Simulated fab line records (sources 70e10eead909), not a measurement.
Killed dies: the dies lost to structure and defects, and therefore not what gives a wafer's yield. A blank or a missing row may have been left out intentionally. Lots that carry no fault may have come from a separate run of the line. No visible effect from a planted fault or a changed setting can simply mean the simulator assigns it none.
Chamber matching | flow nand-harc | NHARC_A_WL_FILL_ETCHBACK_26 on rie-si-05 has 4 sister chambers
The step etches the open film in HBr, target depth 52 nm, time 13.3 s. 18 wafers are shown with their chamber, then 9 later ones without.

## WAFERS PAIRED WITH THEIR CHAMBERS
wafer  | chamber | drypump-motor-current-A (A) | oes-product-au (a.u.) | bias-w (W)
L079.1 | 2       | 6.2                         | 0.995                 | 60.12
L079.2 | 1       | 5.0                         | 0.994                 | 59.92
L079.6 | 2       | 6.3                         | 0.991                 | 60.33
L080.1 | 3       | 6.2                         | 0.975                 | 60.03
L080.2 | 0       | 6.3                         | 0.998                 | 60.13
L080.3 | 1       | 4.9                         | 1.003                 | 60.23
L082.1 | 2       | 6.2                         | 1.002                 | 59.99
L082.3 | 1       | 5.0                         | 1.000                 | 60.06
L082.4 | 0       | 6.3                         | 0.990                 | 60.06
L084.1 | 2       | 6.3                         | 1.004                 | 60.12
L084.3 | 0       | 6.3                         | 0.985                 | 60.30
L084.4 | 1       | 5.0                         | 1.023                 | 60.11
L086.1 | 3       | 6.2                         | 0.988                 | 59.93
L086.4 | 0       | 6.3                         | 0.990                 | 59.93
L086.6 | 3       | 6.1                         | 0.981                 | 59.88
L088.3 | 2       | 6.3                         | 0.988                 | 60.29
L088.4 | 1       | 4.9                         | 1.001                 | 59.95
L088.6 | 2       | 6.3                         | 0.991                 | 60.19

SIGNATURES, as means of the wafers listed above
reading                 | chamber 0 | chamber 1 | chamber 2 | chamber 3 | scatter within a chamber
drypump-motor-current-A | 6.300     | 4.960     | 6.267     | 6.167     | 0.0478
oes-product-au          | 0.99075   | 1.00420   | 0.99517   | 0.98133   | 0.00788
bias-w                  | 60.1050   | 60.0540   | 60.1733   | 59.9467   | 0.126
Rule: for a wafer and a chamber, the distance is found by dividing, reading by reading, the gap between the wafer's reading and the chamber's mean by the reading's scatter, squaring, summing and taking the root. The wafer belongs to the nearest chamber; if the next one is less than 2 further off, it can't be placed. How the scatter is found: for the shown wafers, subtract from each reading the mean of its chamber, square and add these, divide the total by (wafers less chambers), then take the root.

## WAFERS WHOSE CHAMBER IS MISSING
wafer  | drypump-motor-current-A (A) | oes-product-au (a.u.) | bias-w (W)
L091.1 | 6.1                         | 0.984                 | 59.86
L091.2 | 6.3                         | 1.012                 | 60.00
L091.6 | 6.3                         | 1.003                 | 60.02
L095.1 | 4.9                         | 1.000                 | 59.89
L095.3 | 6.1                         | 0.994                 | 59.77
L095.5 | 6.2                         | 1.000                 | 60.09
L097.1 | 4.9                         | 0.989                 | 60.19
L097.4 | 6.4                         | 1.009                 | 60.17
L097.6 | 6.2                         | 1.005                 | 60.14

## WHICH CHAMBER EACH WENT THROUGH
wafer  | from the rows above          | in truth
L091.1 | 3                            | 3
L091.2 | can't be placed: 2 or 0      | 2
L091.6 | can't be placed: 0 or 2      | 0
L095.1 | 1                            | 1
L095.3 | 3                            | 3
L095.5 | can't be placed: 2 or 0 or 3 | 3
L097.1 | 1                            | 1
L097.4 | can't be placed: 0 or 2      | 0
L097.6 | can't be placed: 2 or 0 or 3 | 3
Placed correctly: 4 of 9. Cannot be placed on the basis of these rows: 5; the candidates contain the true chamber in 5. Placed wrongly: 0.
